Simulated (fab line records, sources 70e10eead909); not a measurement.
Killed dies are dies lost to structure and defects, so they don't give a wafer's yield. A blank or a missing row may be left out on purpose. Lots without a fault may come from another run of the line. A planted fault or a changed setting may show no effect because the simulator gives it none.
A struck lot beside a sound one | flow nand_harc | 18 steps out of a route of 1159
Sound: wafers L503.3, L503.4, L503.5. Struck: wafer L510.1. (L510.2 of the same lot was not struck and is left out.) The cause comes at the end.
At each step with rows: each side's tool, then ch and its chambers, then its first start. Under that, the readings that differ: sound wafers | struck wafers | difference of the means | sigmas: that difference in standard deviations of wafers without a fault.
alike: readings whose means differ by less than 2 such deviations, and words and numbers that are the same on both sides. not compared: withheld readings, readings that some wafer has no value for, bounds like >300 that may hide the same value, and numbers for which the record gives no deviation and whose values overlap.
The two part at a step that has a row with sigmas, a row that says differs or no value, or rows on one side only. Numbers that don't overlap but have no deviation are shown without sigmas and don't part them. A reading that every wafer of one side lacks parts them only if that side has two wafers or more.

first, 1 step without rows for these wafers: NHARC_P_M2_ETCH_35 (etches the open film in N2/H2, target depth 40 nm, overetch 12 nm, time 43.94 s).
NHARC_P_M2_ETCH_15: etches the open film in C4F8/Ar, target depth 182.5 nm, time 91.2 s.
  sound on rie_diel-08 ch 0,1; struck on rie_diel-01 ch 2
  alike: oes_product_au, rf_vpp_V
  not compared: rf_hours_counter_h
NHARC_P_M2_CD_MEAS_16:
  sound on cd_sem-02, day 7 22:35; struck on cd_sem-01, day 9 21:53
  alike: cd_nm
NHARC_P_M2_STRIP_18: strips in N2/H2.
  sound on rie_diel-01 ch 1,2,3, day 7 22:43; struck on rie_diel-08 ch 1, day 9 21:58
  alike: drypump_motor_current_A, oes_product_au, rf_vpp_V, showerhead_plenum_p_Torr, throttle_valve_pct
  not compared: rf_hours_counter_h
then, 4 steps without rows for these wafers: NHARC_P_M2_ETCH_28 (etches the open film in CF4/N2, target depth 30 nm, time 72.99 s); NHARC_P_M2_STRIP_19 (strips in post etch residue remover, time 600 s); NHARC_P_M2_DEGAS_29 (time 60 s); NHARC_P_M2_PRE_CLEAN_30 (time 30 s).
NHARC_P_M2_PVD_20: deposits TaN, target thk 5 nm, time 8.06 s.
  sound on pvd_sputter-03; struck on pvd_sputter-01
  alike: throttle_valve_pct
then, 2 steps without rows for these wafers: NHARC_P_M2_PVD_21 (deposits Cu, target thk 30 nm, time 20.49 s); NHARC_P_M2_ECD_22 (material Cu, target thk 400 nm).
NHARC_P_M2_ANNEAL_31: time 90 s.
  sound on rtp_anneal-02 ch 0, day 8 00:09; struck on rtp_anneal-01 ch 0, day 9 23:58
  alike: wafer_temp_C_max
NHARC_P_M2_CMP_23: polishes, t overpolish 20 s, target thk 144.3 nm.
  sound on cmp-02 ch 1,3, day 8 00:25; struck on cmp-02 ch 0, day 10 00:20
  reading                | sound          | struck | difference | sigmas
  time_to_endpoint_s (s) | 28.3 29.4 29.0 | 37.0   | +8.1       | +4
  alike: motor_current_A
NHARC_P_M2_THK_MEAS_24: measures by xrf.
  sound on film_metro-01, day 8 00:43; struck on film_metro-02, day 10 00:37
  reading     | sound             | struck | difference | sigmas
  thk_nm (nm) | 145.9 144.7 143.9 | 149.8  | +5.0       | +3
then, 1 step without rows for these wafers: NHARC_P_M2_SRD_25.
NHARC_P_M2_INSPECT_27:
  sound on defect_inspect-01, day 8 00:52; struck on defect_inspect-01, day 10 00:46
  reading          | sound       | struck | difference | sigmas
  raw_defect_count | 396 451 263 | 4804   | +4434      | +32
NHARC_P_M2_PRE_CLEAN_32: time 12 s.
  sound on pecvd-02 ch 0,2, day 8 00:56; struck on pecvd-02 ch 1, day 10 00:50
  alike: heater_power_w
-- the record jumps here: 13 days lie between the struck wafers' starts before and after (it left off in module P_M2 and takes up again in module END, whose first step shown is number 1159 of the route) --
NHARC_END_SORT_01:
  sound on prober-02 ch 0, day 20 23:19; struck on prober-02 ch 0, day 22 18:03
  reading                  | sound          | struck | difference | sigmas
  defect_limited_yield (%) | 94.8 95.6 96.3 | 0      | -96        | -64
  killed_at_other          | 2 3 2          | 0      | -2         | -3
  killed_at_periphery      | 6 5 6          | 659    | +653       | +99 or more
  killed_dies              | 35 30 25       | 677    | +647       | +65
  sort_bin_3_pct (%)       | 0.30 0 0.15    | 97.19  | +97.04     | +99 or more
  sort_n_pass              | 642 647 652    | 0      | -647       | -65
  sort_rim_yield_pct (%)   | 90 93 92       | 0      | -92        | -29
  sort_yield_pct (%)       | 94.8 95.6 96.3 | 0      | -96        | -64
  alike: killed_at_array, killed_open, killed_short, sort_bin_2_pct, sort_bin_4_pct

WHERE THEY PART
First at NHARC_P_M2_CMP_23; last, within this record, at NHARC_END_SORT_01.

WHY: what the simulator had put in
Process parameter drift: cmp-02, from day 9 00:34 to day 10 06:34, at NHARC_P_M2_CMP_23. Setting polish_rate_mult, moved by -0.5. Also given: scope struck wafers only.
